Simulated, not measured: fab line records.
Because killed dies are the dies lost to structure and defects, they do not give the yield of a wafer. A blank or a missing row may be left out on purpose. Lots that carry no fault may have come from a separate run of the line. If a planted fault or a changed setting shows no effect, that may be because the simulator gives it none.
Which tool is to blame?    flow nand harc    36 wafers from 12 lots sampled at 4 of the route's 1159 steps

WHAT EACH GAUGE READ, for each wafer
NHARC_P_M1_INSPECT_27.
lot   measured      on                 raw defect count
L153  day 7 02:40   defect inspect-01  447 451 267
L154  day 7 02:56   defect inspect-02  490 186 465
L157  day 7 11:32   defect inspect-02  347 348 275
L159  day 7 21:45   defect inspect-02  269 238 183
L158  day 8 00:56   defect inspect-02  882 529 581
L160  day 8 16:23   defect inspect-01  164 253 360
L161  day 8 18:11   defect inspect-01  440 413 537
L164  day 9 03:45   defect inspect-02  323 206 289
L163  day 9 04:51   defect inspect-02  340 328 261
L166  day 9 15:14   defect inspect-01  370 207 244
L170  day 10 21:37  defect inspect-01  262 185 376
L171  day 11 03:20  defect inspect-01  378 384 494

NHARC_END_SORT_01.
lot   measured      on         defect limited yield (%)  killed at array  killed at other  killed at periphery  killed dies  killed open  killed short  sort_bin_2_pct (%)  sort_bin_3_pct (%)  sort_bin_4_pct (%)  sort n pass  sort rim yield pct (%)  sort yield pct (%)
L153  day 19 16:14  prober-02  95.1 96.6 96.8            27 21 19         1 1 0            5 1 3                33 23 22     4 3 4        1 1 3         2.2 0.6 1.6         0.30 0 0            2.4 2.8 1.6         644 654 655  95.3 98.1 99.1          95.1 96.6 96.8
L154  day 20 00:17  prober-01  96.3 96.0 96.8            22 25 19         0 0 0            3 2 3                25 27 22     4 4 3        0 1 0         1.0 0.9 1.0         0 0.15 0.15         2.7 3.0 2.1         652 650 655  99.1 98.1 97.2          96.3 96.0 96.8
L157  day 21 03:29  prober-02  94.1 93.2 94.7            34 38 30         3 3 3            3 5 3                40 46 36     5 6 5        1 4 2         1.9 1.5 1.8         0.15 0.15 0.30      3.8 5.2 3.2         637 631 641  93.4 93.4 97.2          94.1 93.2 94.7
L159  day 20 20:20  prober-02  96.6 95.9 95.1            22 24 33         1 0 0            0 4 0                23 28 33     0 8 3        1 1 0         1.6 0.3 1.5         0 0.15 0.15         1.8 3.7 3.2         654 649 644  94.3 91.5 100.0         96.6 95.9 95.1
L158  day 21 12:56  prober-01  94.1 95.9 94.8            36 28 33         1 0 0            3 0 2                40 28 35     2 2 2        0 2 1         2.2 1.0 2.1         0.15 0.15 0.30      3.5 3.0 2.8         637 649 642  97.2 94.3 99.1          94.1 95.9 94.8
L160  day 22 06:53  prober-01  94.7 95.4 96.8            27 20 20         0 0 0            9 11 2               36 31 22     4 6 2        0 0 1         1.2 1.2 0.7         0.44 0.30 0         3.7 3.1 2.5         641 646 655  90.6 96.2 98.1          94.7 95.4 96.8
L161  day 21 20:40  prober-02  97.6 97.3 98.2            15 16 11         0 0 1            1 2 0                16 18 12     4 5 4        1 4 2         1.0 1.0 0.6         0 0 0               1.3 1.6 1.2         661 659 665  98.1 97.2 99.1          97.6 97.3 98.2
L164  day 21 20:44  prober-01  93.5 91.9 93.1            41 51 46         0 0 0            3 4 1                44 55 47     4 6 3        3 2 4         2.7 3.0 1.8         0.44 0.44 0         3.4 4.7 5.2         633 622 630  91.5 96.2 98.1          93.5 91.9 93.1
L163  day 22 03:39  prober-02  97.6 97.3 97.8            14 18 15         0 0 0            2 0 0                16 18 15     4 4 2        0 0 0         0.7 0.6 0           0.44 0.15 0         1.2 1.9 2.2         661 659 662  99.1 99.1 99.1          97.6 97.3 97.8
L166  day 22 12:19  prober-01  91.6 91.6 91.6            54 52 54         1 2 0            2 3 3                57 57 57     5 2 4        1 2 3         3.0 2.5 3.0         0.59 0.59 0.30      4.9 5.3 5.2         620 620 620  92.5 94.3 94.3          91.6 91.6 91.6
L170  day 23 22:45  prober-01  0 0 0                     37 53 52         0 0 0            640 624 625          677 677 677  1 1 5        0 4 1         96.0 93.9 94.8      0.30 0.44 0.30      3.7 5.6 4.9         0 0 0        0 0 0                   0 0 0
L171  day 23 22:55  prober-02  0 0 0                     29 18 19         0 0 0            648 659 658          677 677 677  1 0 4        1 2 1         96.5 97.0 96.8      0 0.15 0.15         3.5 2.8 3.1         0 0 0        0 0 0                   0 0 0

WHAT TOOL EACH LOT RAN ON (gives the tool, then ch and the chambers of the sampled wafers, and finally the start)
lot   NHARC_P_M0_CMP_23              NHARC_P_M1_ETCH_28
L153  cmp-02 ch 0,2,3, day 6 21:46   rie diel-08 ch 2, day 7 00:40
L154  cmp-04 ch 0,1,3, day 6 21:59   rie diel-13 ch 0,1,3, day 7 00:56
L157  cmp-04 ch 0,2, day 7 06:53     rie diel-05 ch 0,1, day 7 09:34
L159  cmp-04 ch 0,1,3, day 7 16:52   rie diel-08 ch 1,2,3, day 7 19:47
L158  cmp-02 ch 0,1,2, day 7 20:19   rie diel-13 ch 0,2,3, day 7 22:58
L160  cmp-04 ch 1,2,3, day 8 11:40   rie diel-08 ch 1,2,3, day 8 14:20
L161  cmp-04 ch 0,2, day 8 13:38     rie diel-05 ch 1,2, day 8 16:10
L164  cmp-04 ch 1,2, day 8 23:05     rie diel-05 ch 0,2,3, day 9 01:47
L163  cmp-02 ch 0,2, day 9 00:10     rie diel-05 ch 0,3, day 9 02:54
L166  cmp-02 ch 1,2,3, day 9 10:20   rie diel-13 ch 0,1,3, day 9 13:16
L170  cmp-04 ch 0,1,2, day 10 16:47  rie diel-08 ch 0,1,2, day 10 19:38
L171  cmp-01 ch 0,1,2, day 10 22:50  rie diel-05 ch 1,2,3, day 11 01:22
- NHARC_P_M0_CMP_23: polishes, t overpolish 20 s, target thk 117.53 nm.
- NHARC_P_M1_ETCH_28: etches the open film in CF4/N2, target depth 30 nm, time 72.99 s.

AS READ BY THE TOOLS THEMSELVES (means over the sampled wafers that have a number; for cases with no such wafer, the mark the record gives instead)
NHARC_P_M0_CMP_23.
lot   tool    edge zone pressure frac  motor current A (A)  time to endpoint s (s)
L153  cmp-02  1.001                    11.6                 31.3
L154  cmp-04  1.001                    10.8                 26.8
L157  cmp-04  0.998                    10.7                 30.0
L159  cmp-04  0.995                    10.8                 29.4
L158  cmp-02  0.999                    11.7                 31.5
L160  cmp-04  1.000                    11.1                 28.4
L161  cmp-04  0.998                    10.8                 30.5
L164  cmp-04  0.996                    11.3                 29.3
L163  cmp-02  1.002                    11.2                 31.1
L166  cmp-02  0.999                    11.6                 34.3
L170  cmp-04  1.008                    11.4                 27.0
L171  cmp-01  0.996                    12.6                 30.9

NHARC_P_M1_ETCH_28.
lot   tool         bias w (W)  cf4 flow sccm (sccm)  drypump motor current A (A)  oes product au (a.u.)  rf vpp V (V)  showerhead plenum p Torr (Torr)  throttle valve pct (%)
L153  rie diel-08  100.1       50.12                 5.5                          0.990                  316.4         2.74                             19.804
L154  rie diel-13  99.9        49.74                 5.8                          1.012                  315.2         2.66                             19.793
L157  rie diel-05  99.9        49.96                 5.5                          0.992                  314.7         2.63                             19.793
L159  rie diel-08  99.9        50.04                 6.0                          0.996                  315.2         2.68                             19.796
L158  rie diel-13  100.1       50.03                 5.9                          1.003                  315.3         2.65                             19.794
L160  rie diel-08  100.1       50.03                 6.0                          0.992                  315.0         2.68                             19.801
L161  rie diel-05  100.1       49.78                 6.0                          0.996                  313.7         2.58                             19.794
L164  rie diel-05  100.2       50.02                 5.6                          0.999                  314.0         2.60                             19.792
L163  rie diel-05  99.9        50.04                 5.7                          0.990                  314.7         2.65                             19.799
L166  rie diel-13  99.9        49.97                 5.8                          1.005                  314.5         2.66                             19.799
L170  rie diel-08  -           -                     -                            -                      -             -                                -
L171  rie diel-05  -           -                     -                            -                      -             -                                -

THE ANSWER, worked out from the rows above alone
Rule: the lots themselves supply what counts as usual. The widest of any qualifying gaps counts: lots, ordered by their means at a reading, are off when they make up no more than a third of the lots, leave a main group of 4 or more, and stand apart from it by 3 or more times the standard deviation of that group's means. A main group whose means are all the same, to the digits that the tables above print for the reading, isn't used. Also off: a lot with no number at a reading for which 4 or more lots have one. The other lots that the step has rows for count as sound. After the gauges, taken in route order, come the tools' own readings; for these a lot's mean is taken, as printed above. The first step at which some lot is off is used, and at that step the reading that is off furthest; a lot without a number counts as furthest.
Off, at NHARC_END_SORT_01 on killed at periphery: L170, L171. The main group has a mean of 2.7 with a standard deviation of 1.8.
If a tool, at a process step before that reading, ran all the lots that are off and no sound lot after the first of them, it fits. Not tried: the gauges at NHARC_END_SORT_01; whatever is off there is also off at NHARC_P_M1_ETCH_28, on other tools, and gauge error can't account for it. Not one of the candidates tried fits.

WHAT THE SIMULATOR HAD INSERTED
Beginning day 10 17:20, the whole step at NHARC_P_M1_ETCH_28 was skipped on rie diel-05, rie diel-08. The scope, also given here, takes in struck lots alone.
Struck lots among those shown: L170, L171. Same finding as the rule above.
